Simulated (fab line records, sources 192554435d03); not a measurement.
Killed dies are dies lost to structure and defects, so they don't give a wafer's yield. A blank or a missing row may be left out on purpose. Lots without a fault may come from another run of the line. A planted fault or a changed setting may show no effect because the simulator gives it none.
A struck lot beside a sound one | flow n5_finfet | 21 steps out of a route of 1938
Sound: wafers L130.2, L130.4, L130.6. Struck: wafers L139.1, L139.2, L139.5. The cause comes at the end.
At each step with rows: each side's tool, then ch and its chambers, then its first start. Under that, the readings that differ: sound wafers | struck wafers | difference of the means | sigmas: that difference in standard deviations of wafers without a fault.
alike: readings whose means differ by less than 2 such deviations, and words and numbers that are the same on both sides. not compared: withheld readings, readings that some wafer has no value for, bounds like >300 that may hide the same value, and numbers for which the record gives no deviation and whose values overlap.
The two part at a step that has a row with sigmas, a row that says differs or no value, or rows on one side only. Numbers that don't overlap but have no deviation are shown without sigmas and don't part them. A reading that every wafer of one side lacks parts them only if that side has two wafers or more.

first, 8 steps without rows for these wafers: N5_BEOL_M13_DESCUM_15 (chemistry O2, time 7.9 s); N5_BEOL_M13_ETCH_59 (etches BARC in N2/H2, target depth 89 nm, overetch 26.7 nm, time 67.9 s); N5_BEOL_M13_VIA_ETCH_16 (etches SiOC in C4F8/O2/Ar, target depth 921.7 nm); N5_BEOL_M13_STRIP_63 (strips in N2/H2); N5_BEOL_M13_STRIP_64 (strips in N2/H2); N5_BEOL_M13_STRIP_71 (strips in post etch residue remover, time 60 s); N5_BEOL_M13_SRD_72 (time 30 s, dry time 30 s); N5_BEOL_M13_COAT_65 (time 60 s, resist thk 350 nm).
N5_BEOL_M13_COAT_66: time 60 s, resist thk 110 nm.
  sound on litho_track-01 ch 0, day 10 22:58; struck on litho_track-01 ch 0, day 13 19:56
  reading                                     | sound                | struck               | difference | sigmas
  spin_speed_rpm (rpm)                        | 1499.7 1499.0 1500.0 | 1729.2 1729.8 1728.7 | +229.7     | +99 or more
  model.SiARC_of_BEOL_M13_COAT_66.thk_nm (nm) | 110.2 110 110        | 102.6 103 102.6      | -7.3       |
  alike: dispense_pressure_kPa, exhaust_pa
then, 8 steps without rows for these wafers: N5_BEOL_M13_COAT_22 (resist thk 300 nm); N5_BEOL_M13_EBR_24; N5_BEOL_M13_SOFTBAKE_23 (time 60 s); N5_BEOL_M13_EXPOSE_25 (exposes mask M13, target cd 210 nm); N5_BEOL_M13_PEB_26 (peb time 90 s); N5_BEOL_M13_DEVELOP_27 (develop time 45 s); N5_BEOL_M13_HARDBAKE_32 (time 120 s); N5_BEOL_M13_DESCUM_33 (chemistry O2, time 7.9 s).
N5_BEOL_M13_ETCH_67: etches SiARC in CF4, target depth 143 nm, time 238.3 s.
  sound on rie_diel-02 ch 2,3, day 10 23:30; struck on rie_diel-02 ch 1,3, day 13 20:28
  reading                                    | sound             | struck          | difference | sigmas
  model.etch.depth_nm (nm)                   | 110.1 109.9 110   | 102.6 103 102.7 | -7.2       |
  model.coat_of_BEOL_M13_COAT_22.thk_nm (nm) | 213.2 213.2 211.4 | 216 216.2 215.8 | +3         |
  alike: chamber_pressure_mTorr, drypump_motor_current_A, etch_rf_on_time_s, mfc_ar_sccm, oes_product_au, rf_vpp_V, showerhead_plenum_p_Torr, throttle_valve_pct
  not compared: rf_hours_counter_h
N5_BEOL_M13_ETCH_68: etches SOC in N2/H2, time 355 s.
  sound on rie_diel-02 ch 2,3, day 10 23:39; struck on rie_diel-02 ch 1,3, day 13 20:37
  reading                                     | sound        | struck     | difference | sigmas
  model.SiARC_of_BEOL_M13_COAT_66.thk_nm (nm) | 76.2 76.6 76 | 69.4 71 71 | -5.8       |
  alike: chamber_pressure_mTorr, drypump_motor_current_A, n2_flow_sccm, oes_product_au, rf_vpp_V, showerhead_plenum_p_Torr, throttle_valve_pct
  not compared: rf_hours_counter_h
then, 1 step without rows for these wafers: N5_BEOL_M13_STRIP_69 (strips in N2/H2).
N5_PASSIVATION_PROBE_49:
  sound on prober-01, day 12 07:46; struck on prober-02, day 15 07:29
  alike: defect_limited_yield, killed_at_M0_to_M3, killed_at_M4_up, killed_at_contacts, killed_at_front_end, killed_at_other, killed_dies, killed_open, killed_short, sort_bin_5_function, sort_bin_6_memory, sort_n_pass, sort_yield_pct

WHERE THEY PART
Only at N5_BEOL_M13_COAT_66, within this record. Later steps at which nothing parts them and some readings are alike: N5_BEOL_M13_ETCH_67, N5_BEOL_M13_ETCH_68, N5_PASSIVATION_PROBE_49.

WHY: what the simulator had put in
Process parameter drift: litho_track-01, from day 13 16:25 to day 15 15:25, at N5_BEOL_M13_COAT_66. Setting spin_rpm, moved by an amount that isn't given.
